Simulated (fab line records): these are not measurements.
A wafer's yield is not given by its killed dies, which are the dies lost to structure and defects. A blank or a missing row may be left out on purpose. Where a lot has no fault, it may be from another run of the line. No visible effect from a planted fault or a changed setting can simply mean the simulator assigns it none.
Which tool was responsible? | flow nand harc | 12 lots with 36 wafers sampled at 5 steps, on a route of 1159 steps

## WHAT THE GAUGES READ, wafer by wafer
NHARC_END_SORT_01. Usual: killed at array 27, standard deviation 10; killed at other 0.6, standard deviation 1; killed at periphery 3.4, standard deviation 2.7; killed dies 31, standard deviation 9.7; killed open 3.4, standard deviation 1.7; killed short 2.2, standard deviation 1.5.
lot  | measured     | on        | killed at array | killed at other | killed at periphery | killed dies | killed open | killed short | flag
L874 | day 19 18:23 | prober-01 | 29 29 28        | 1 0 0           | 2 4 5               | 32 33 33    | 3 1 4       | 4 6 2        |
L878 | day 20 10:55 | prober-02 | 22 27 31        | 0 0 0           | 9 9 3               | 31 36 34    | 4 4 3       | 3 0 2        |
L881 | day 21 14:51 | prober-01 | 19 12 13        | 3 0 1           | 4 4 2               | 26 16 16    | 6 5 2       | 4 2 1        |
L885 | day 22 09:22 | prober-02 | 26 37 27        | 0 0 1           | 0 1 0               | 26 38 28    | 1 2 2       | 2 4 3        |
L894 | day 25 02:26 | prober-01 | 16 22 16        | 0 0 1           | 6 6 4               | 22 28 21    | 3 6 2       | 3 2 1        |
L896 | day 24 15:02 | prober-02 | 19 26 27        | 0 0 0           | 7 8 9               | 26 34 36    | 3 3 6       | 4 2 5        |

## EACH LOT AND THE TOOL THAT RAN IT (in order: tool; ch and the chambers of the sampled wafers; start)
lot  | NHARC_A_CHANNEL_HOLE_D1_ETCH_25  | NHARC_A_CHANNEL_FILL_D1_ALD_25   | NHARC_A_CHANNEL_FILL_D1_STRIP_29              | NHARC_A_CHANNEL_FILL_D1_RTA_24
L874 | har etch-01 ch 0,1, day 8 09:47  | ald hk-02 ch 0,1,2, day 10 01:28 | rie diel-10 ch 0,2,3, day 10 13:17 or earlier | rtp anneal-01 ch 0, day 10 13:17
L873 | har etch-01 ch 0,1, day 8 14:19  | ald hk-02 ch 0,1,3, day 10 07:59 | rie diel-01 ch 1,2,3, day 10 19:50 or earlier | rtp anneal-02 ch 0, day 10 19:50
L875 | har etch-02 ch 0,1, day 9 00:13  | ald hk-03 ch 0,1,3, day 10 15:49 | rie diel-01 ch 0,2,3, day 11 02:20 or earlier | rtp anneal-02 ch 0, day 11 02:20
L878 | har etch-01 ch 0,1, day 9 07:37  | ald hk-02 ch 0,2,3, day 11 01:18 | rie diel-01 ch 0,2,3, day 11 13:05 or earlier | rtp anneal-02 ch 0, day 11 13:05
L879 | har etch-01 ch 0,1, day 10 05:02 | ald hk-03 ch 0,1,3, day 11 19:09 | rie diel-01 ch 1,2,3, day 12 07:00 or earlier | rtp anneal-01 ch 0, day 12 07:00
L881 | har etch-02 ch 0,1, day 10 10:18 | ald hk-03 ch 1,2,3, day 12 01:35 | rie diel-10 ch 0,1,3, day 12 13:35 or earlier | rtp anneal-01 ch 0, day 12 13:35
L885 | har etch-01 ch 0,1, day 11 20:52 | ald hk-03 ch 0,1,3, day 13 08:12 | rie diel-01 ch 0,1, day 13 20:54 or earlier   | rtp anneal-01 ch 0, day 13 20:54
L889 | har etch-01 ch 0,1, day 12 02:43 | ald hk-03 ch 0,2,3, day 13 18:43 | rie diel-01 ch 1,2,3, day 14 05:11 or earlier | rtp anneal-01 ch 0, day 14 05:11
L890 | har etch-01 ch 0,1, day 13 02:25 | ald hk-04 ch 0,2,3, day 14 20:28 | rie diel-10 ch 0,1, day 15 08:15 or earlier   | rtp anneal-01 ch 0, day 15 08:15
L894 | har etch-02 ch 0, day 13 15:10   | ald hk-02 ch 1,3, day 15 05:56   | rie diel-01 ch 0,2,3, day 15 17:45 or earlier | rtp anneal-02 ch 0, day 15 17:45
L895 | har etch-01 ch 0,1, day 13 17:01 | ald hk-04 ch 0,1,3, day 15 05:55 | rie diel-10 ch 0,1,2, day 15 17:45 or earlier | rtp anneal-01 ch 0, day 15 17:45
L896 | har etch-02 ch 0,1, day 13 19:11 | ald hk-02 ch 1,2,3, day 15 10:38 | rie diel-10 ch 1,2,3, day 15 22:22 or earlier | rtp anneal-01 ch 0, day 15 22:22
- NHARC_A_CHANNEL_HOLE_D1_ETCH_25: etches the open film in C4F8/O2/Ar, time 1040.2 s, target depth 1500 nm.
- NHARC_A_CHANNEL_FILL_D1_ALD_25: deposits SiOx, target thk 60 nm, pulse time 10 s, ald cycles 600.
- NHARC_A_CHANNEL_FILL_D1_STRIP_29: strips in O2, time 20 s.
- NHARC_A_CHANNEL_FILL_D1_RTA_24: time 5 s.

## AS READ BY THE TOOLS THEMSELVES (means over the sampled wafers that have a number; for cases with no such wafer, the mark the record gives instead)
NHARC_A_CHANNEL_HOLE_D1_ETCH_25. Usual: drypump motor current A 5.8 A, standard deviation 0.34; showerhead plenum p Torr 3.76 Torr, standard deviation 0.12; throttle valve pct 32.234 %, standard deviation 0.0092.
lot  | tool        | drypump motor current A (A) | showerhead plenum p Torr (Torr) | throttle valve pct (%) | flag
L874 | har etch-01 | 5.5                         | 3.74                            | 32.231                 |
L873 | har etch-01 | 5.5                         | 3.67                            | 32.229                 |
L875 | har etch-02 | 6.0                         | 3.87                            | 32.236                 |
L878 | har etch-01 | 5.4                         | 3.73                            | 32.238                 |
L879 | har etch-01 | 5.5                         | 3.66                            | 32.236                 |
L881 | har etch-02 | 6.2                         | 3.86                            | 32.233                 |
L885 | har etch-01 | 5.5                         | 3.65                            | 32.227                 |
L889 | har etch-01 | 5.5                         | 3.65                            | 32.235                 |
L890 | har etch-01 | 5.4                         | 3.71                            | 32.228                 |
L894 | har etch-02 | 5.9                         | 3.84                            | 32.227                 |
L895 | har etch-01 | 5.5                         | 3.64                            | 32.232                 |
L896 | har etch-02 | 6.0                         | 3.84                            | 32.230                 |

NHARC_A_CHANNEL_FILL_D1_ALD_25. Usual: heater power w 482 W, standard deviation 39; precursor pulse height rel 1.002, standard deviation 0.021.
lot  | tool      | heater power w (W) | precursor pulse height rel | flag
L874 | ald hk-02 | 478                | 1.000                      |
L873 | ald hk-02 | 479                | 0.996                      |
L875 | ald hk-03 | 444                | 1.005                      |
L878 | ald hk-02 | 491                | 0.996                      |
L879 | ald hk-03 | 448                | 1.000                      |
L881 | ald hk-03 | 475                | 1.027                      |
L885 | ald hk-03 | 446                | 1.003                      |
L889 | ald hk-03 | 469                | 1.023                      |
L890 | ald hk-04 | 516                | 0.995                      |
L894 | ald hk-02 | 505                | 1.002                      |
L895 | ald hk-04 | 506                | 0.987                      |
L896 | ald hk-02 | 493                | 0.992                      |

NHARC_A_CHANNEL_FILL_D1_STRIP_29. Usual: drypump motor current A 5.7 A, standard deviation 0.33; oes product au 0.999 a.u., standard deviation 0.0063; rf vpp V 57.8 V, standard deviation 0.82; showerhead plenum p Torr 3.49 Torr, standard deviation 0.084; throttle valve pct 17.038 %, standard deviation 0.0097.
lot  | tool        | drypump motor current A (A) | oes product au (a.u.) | rf vpp V (V) | showerhead plenum p Torr (Torr) | throttle valve pct (%) | flag
L874 | rie diel-10 | 6.0                         | 1.000                 | 58.4         | 3.52                            | 17.038                 |
L873 | rie diel-01 | 5.6                         | 0.997                 | 58.2         | 3.49                            | 17.043                 |
L875 | rie diel-01 | 5.6                         | 0.998                 | 58.2         | 3.43                            | 17.042                 |
L878 | rie diel-01 | 5.6                         | 1.003                 | 58.3         | 3.43                            | 17.046                 |
L879 | rie diel-01 | 5.6                         | 1.000                 | 58.2         | 3.49                            | 17.030                 |
L881 | rie diel-10 | 5.9                         | 1.002                 | 58.5         | 3.57                            | 17.034                 |
L885 | rie diel-01 | 5.5                         | 1.000                 | 57.1         | 3.47                            | 17.028                 |
L889 | rie diel-01 | 5.6                         | 1.004                 | 57.4         | 3.49                            | 17.029                 |
L890 | rie diel-10 | 5.8                         | 0.993                 | 57.9         | 3.57                            | 17.044                 |
L894 | rie diel-01 | 5.6                         | 1.001                 | 57.2         | 3.43                            | 17.036                 |
L895 | rie diel-10 | 6.1                         | 0.998                 | 57.5         | 3.54                            | 17.041                 |
L896 | rie diel-10 | 6.2                         | 0.999                 | 57.4         | 3.54                            | 17.042                 |

NHARC_A_CHANNEL_FILL_D1_RTA_24. Usual: lamp power pct 32.2 %, standard deviation 2.8; wafer_temp_C_max 1004.1, standard deviation 0.84.
lot  | tool          | lamp power pct (%) | wafer_temp_C_max | flag
L874 | rtp anneal-01 | 34.2               | 1004.0           |
L873 | rtp anneal-02 | 28.2               | 1004.5           |
L875 | rtp anneal-02 | 28.2               | 1004.3           |
L878 | rtp anneal-02 | 28.2               | 1004.1           |
L879 | rtp anneal-01 | 34.2               | 1003.7           |
L881 | rtp anneal-01 | 34.2               | 1003.6           |
L885 | rtp anneal-01 | 34.2               | 1004.2           |
L889 | rtp anneal-01 | 34.1               | 1003.1           |
L890 | rtp anneal-01 | 34.2               | 1004.2           |
L894 | rtp anneal-02 | 28.2               | 1004.9           |
L895 | rtp anneal-01 | 34.2               | 1004.1           |
L896 | rtp anneal-01 | 34.2               | 1003.6           |

## THE ANSWER, worked out from the rows above alone
Rule: a lot is off if the mean of its wafers that have a number lies more than 3 standard deviations from the usual mean. A lot without any number at a reading at which 4 lots or more have one is off too. The other lots that the step has rows for count as sound. The gauges are gone through in route order, then the tools' own readings, and for those a lot's mean is taken as printed above. At the first step where some lot is off, the reading lying furthest off is the one used; lots without a number count as furthest.
Nothing can be told from this: no lot is off at any reading shown.

## WHAT THE SIMULATOR HAD PUT IN
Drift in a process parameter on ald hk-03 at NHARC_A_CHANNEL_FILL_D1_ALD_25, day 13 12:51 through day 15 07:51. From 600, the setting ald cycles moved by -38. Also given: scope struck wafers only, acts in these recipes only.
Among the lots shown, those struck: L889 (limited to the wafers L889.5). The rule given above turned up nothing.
